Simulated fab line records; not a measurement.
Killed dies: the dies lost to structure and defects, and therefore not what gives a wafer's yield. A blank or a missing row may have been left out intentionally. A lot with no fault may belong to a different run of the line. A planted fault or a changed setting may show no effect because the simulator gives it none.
Comparing a struck lot with a sound one + flow n5-finfet + 39 steps out of a route of 1938
Sound: wafers L376.2, L376.3, L376.4. Struck: wafers L382.1, L382.4, L382.6. The cause comes at the end.
Order at every step that has rows: each side's tool, ch and its chambers, its first start. Under that, the readings that differ: sound wafers + struck wafers + difference of the means + sigmas: that difference in standard deviations of wafers without a fault.
alike: same words and numbers on both sides, and readings whose means sit less than 2 such deviations apart. not compared: any withheld reading, any reading some wafer has no value for, any bound like >300 that may hide the same value, and any number with overlapping values for which the record gives no deviation.
Wherever a step has rows on one side only, a row that says differs or no value, or a row with sigmas, the two part there. Numbers that have no deviation but don't overlap get no sigmas and don't part them. A reading missing from all wafers of one side parts the sides only when that side holds two or more wafers.

first, 10 steps without rows for these wafers: N5_STI_FIN_REVEAL_PRECLEAN_18 (cleans in SC2, time 45 s); N5_STI_FIN_REVEAL_SRD_28 (time 30 s); N5_DUMMY_GATE_PRECLEAN_00 (cleans in O3/DIW, time 60 s); N5_DUMMY_GATE_SRD_01 (time 30 s); N5_DUMMY_GATE_ALD_02 (deposits SiO2, target thk 2 nm, pulse time 1 s); N5_DUMMY_GATE_CVD_03 (deposits a-Si from SiH4, target thk 150 nm, time 8042 s); N5_DUMMY_GATE_PRECLEAN_46 (cleans in DIW, time 89.5 s); N5_DUMMY_GATE_SRD_47 (dry time 32 s); N5_DUMMY_GATE_CMP_04 (polishes a-Si); N5_DUMMY_GATE_HM_DEP_06 (deposits SiNx from DCS/NH3, target thk 80 nm, time 5141 s).
N5_DUMMY_GATE_PECVD_30: deposits SiO2 from TEOS/O2, target thk 55 nm, time 10.8 s.
  sound on pecvd-02 ch 0,1, day 5 08:43; struck on pecvd-01 ch 1,2, day 6 21:04
| reading                      | sound             | struck | difference                    | sigmas |
|------------------------------|-------------------|--------|-------------------------------|--------|
| chamber-pressure-Torr (Torr) | 6.514 6.518 6.518 | - - -  | no value on the struck wafers |        |
  not compared: since-wet-clean-h
then, 23 steps without rows for these wafers: N5_DUMMY_GATE_COAT_34 (time 60 s, resist thk 60 nm); N5_DUMMY_GATE_COAT_35 (time 60 s, resist thk 10 nm); N5_DUMMY_GATE_COAT_28 (time 60 s, resist thk 10 nm); N5_DUMMY_GATE_COAT_09 (resist thk 30 nm); N5_DUMMY_GATE_EBR_11; N5_DUMMY_GATE_SOFTBAKE_10 (time 60 s); N5_DUMMY_GATE_EXPOSE_12 (exposes mask GATE, target cd 25 nm); N5_DUMMY_GATE_PEB_13 (peb time 60 s); N5_DUMMY_GATE_DEVELOP_14 (develop time 30 s); N5_DUMMY_GATE_DESCUM_20 (chemistry O2, time 6.2 s); N5_DUMMY_GATE_ETCH_29 (etches underlayer in N2/H2, target depth 13 nm); N5_DUMMY_GATE_ETCH_36 (etches SiARC in CF4, target depth 13 nm); N5_DUMMY_GATE_ETCH_37 (etches SOC in N2/H2, target depth 60 nm, overetch 30 nm); N5_DUMMY_GATE_STRIP_38 (strips in N2/H2); N5_DUMMY_GATE_STRIP_39 (strips in N2/H2); N5_DUMMY_GATE_TRIM_49 (chemistry O2, time 29 s, target cd 14 nm); N5_DUMMY_GATE_STRIP_40 (strips in CF4); N5_DUMMY_GATE_ETCH_31 (etches SiO2 in C4F6/O2, target depth 82.5 nm, time 27.5 s); N5_DUMMY_GATE_STRIP_41 (strips in O2); N5_DUMMY_GATE_HM_OPEN_21 (chemistry CH3F/O2, target SiNx, target depth 120 nm, time 171.4 s); N5_DUMMY_GATE_ETCH_32 (etches SiO2 in CF4, target depth 3.5 nm, time 3.9 s); N5_DUMMY_GATE_ETCH_23 (etches poly-Si in HBr/Cl2/O2, target depth 41 nm, time 22.3 s); N5_DUMMY_GATE_ETCH_44 (etches poly-Si in HBr/O2, stops on SiO2, target depth 127.5 nm).
N5_DUMMY_GATE_CD_MEAS_24 targets a cd of 15 nm.
  sound on cd-sem-03, day 5 10:14; struck on cd-sem-01, day 6 22:32
| reading    | sound          | struck | difference                    | sigmas |
|------------|----------------|--------|-------------------------------|--------|
| cd-nm (nm) | 15.3 15.6 15.1 | - - -  | no value on the struck wafers |        |
then, 1 step without rows for these wafers: N5_DUMMY_GATE_ETCH_42 (etches SiO2 in CHF3/O2, target depth 3.5 nm, time 31 s).
N5_DUMMY_GATE_INSPECT_27: inspects for defects (brightfield).
  sound on defect-inspect-01, day 5 10:31; struck on defect-inspect-02, day 6 22:49
| reading          | sound       | struck         | difference | sigmas |
|------------------|-------------|----------------|------------|--------|
| raw-defect-count | 345 299 184 | 2748 2611 2677 | +2403      | +25    |
N5_BEOL_M4_RC_MEAS_101:
  the record has rows for the sound wafers here (prober-01 ch 0, day 10 19:07) and none for the struck ones
-- a jump in the record: the struck wafers' starts before and after are 10 days apart (it breaks off in module BEOL_M4 and resumes in module PASSIVATION, where the first step shown is number 1936 of the route) --
N5_PASSIVATION_PROBE_49:
  sound on prober-02, day 15 01:47; struck on prober-01, day 16 19:32
| reading                  | sound          | struck         | difference | sigmas |
|--------------------------|----------------|----------------|------------|--------|
| defect-limited-yield (%) | 91.0 94.2 90.8 | 0 0 0          | -92        | -61    |
| killed_at_M4_up          | 19 13 20       | 2 3 5          | -14        | -2     |
| killed-at-front-end      | 44 30 44       | 1170 1173 1163 | +1129      | +94    |
| killed-dies              | 106 69 109     | 1180 1180 1180 | +1085      | +60    |
| killed-on-rim            | 12 10 13       | 152 152 152    | +140       | +30    |
| killed-open              | 74 43 65       | 15 9 19        | -46        | -3     |
| killed-short             | 32 23 44       | 8 3 9          | -26        | -3     |
| sort_bin_5_function (%)  | 4.8 3.1 6.0    | 73.0 75.4 73.1 | +69.2      | +71    |
| sort-n-pass              | 1074 1111 1071 | 0 0 0          | -1085      | -60    |
| sort-yield-pct (%)       | 91.0 94.2 90.8 | 0 0 0          | -92        | -61    |
  alike: killed_at_M0_to_M3, killed-at-contacts, killed-at-other, sort_bin_6_memory

== WHERE THEY PART ==
Last at N5_PASSIVATION_PROBE_49 as far as this record goes, first at N5_DUMMY_GATE_PECVD_30.

WHY: what the simulator had put in
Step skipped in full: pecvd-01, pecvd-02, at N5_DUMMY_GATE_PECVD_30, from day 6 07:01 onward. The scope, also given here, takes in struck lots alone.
